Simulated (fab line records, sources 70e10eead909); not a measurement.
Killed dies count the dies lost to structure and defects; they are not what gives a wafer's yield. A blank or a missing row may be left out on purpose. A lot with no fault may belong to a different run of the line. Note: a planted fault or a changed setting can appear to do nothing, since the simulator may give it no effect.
2 desks looking at one fault / flow nand-harc / only its own numbers are on each desk; what lay behind them is given at the end

THE DEFECT DESK
Counts from the inspections along the route, per lot, as means over the sampled wafers that have a number. A lot is out of limits, marked OUT, if its mean lies more than 4 standard deviations from the usual mean; the brackets give that distance.
Columns: A = raw-defect-count at NHARC_A_CHANNEL_FILL_D1_INSPECT_13, usual 304
lot=L607; first seen here=day 11 19:36; A=294
lot=L608; first seen here=day 11 19:36; A=346
lot=L610; first seen here=day 12 10:02; A=223
lot=L613; first seen here=day 13 20:14; A=226
lot=L614; first seen here=day 14 03:31; A=238
lot=L615; first seen here=day 14 10:38; A=259
lot=L616; first seen here=day 14 23:37; A=317
lot=L618; first seen here=day 16 00:20; A=319
lot=L621; first seen here=day 17 04:25; A=370
lot=L623; first seen here=day 17 12:56; A=313
lot=L627; first seen here=day 19 21:02; A=209
lot=L628; first seen here=day 20 06:44; A=220
lot=L629; first seen here=day 20 16:46; A=312
This desk found nothing out of limits on any of the 13 lots.

AT THE METROLOGY DESK
Lot by lot, what the gauges showed, no matter which tool ran the lot: averages of those sampled wafers that carry a number. A lot is out of limits, marked OUT, if its mean lies more than 4 standard deviations from the usual mean; the brackets give that distance.
Columns: A = thk-nm at NHARC_A_ONON_D2_THK_MEAS_08, usual 1001 nm
lot=L607; first seen here=day 13 06:14; A=1005
lot=L608; first seen here=day 13 06:14; A=996
lot=L610; first seen here=day 13 21:19; A=999
lot=L613; first seen here=day 15 06:26; A=1002
lot=L614; first seen here=day 15 13:36; A=1019
lot=L615; first seen here=day 15 20:29; A=993
lot=L616; first seen here=day 16 21:41; A=995
lot=L618; first seen here=day 17 11:40; A=1004
lot=L621; first seen here=day 18 16:17; A=994
lot=L623; first seen here=day 19 03:58; A=990
lot=L627; first seen here=day 21 12:02; A=1702 (+87) OUT
lot=L628; first seen here=day 21 21:13; A=1235 (+29) OUT
lot=L629; first seen here=day 22 14:41; A=993
This desk's verdict: out of limits on L627, L628, starting with L627 at day 21 12:02 (thk-nm at NHARC_A_ONON_D2_THK_MEAS_08). L607, L608, L610, L613, L614, L615, L616, L618, L621, L623, L629 stayed within limits.

TAKEN TOGETHER
At day 21 12:02 the metrology desk could have sounded an alarm, on L627, L628.
Nothing out of limits was seen by the defect desk.
The defect desk has L627, L628 on record, within its limits.
Every lot named ran NHARC_A_ONON_D2_DEP_06 on pecvd-onon-01.

WHAT THE SIMULATOR HAD INSERTED
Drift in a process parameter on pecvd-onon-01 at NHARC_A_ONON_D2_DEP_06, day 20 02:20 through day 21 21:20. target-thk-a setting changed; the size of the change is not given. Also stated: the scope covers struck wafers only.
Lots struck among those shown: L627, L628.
Delay in hours, fault start to first out-of-limits reading, per desk: metrology desk 34.
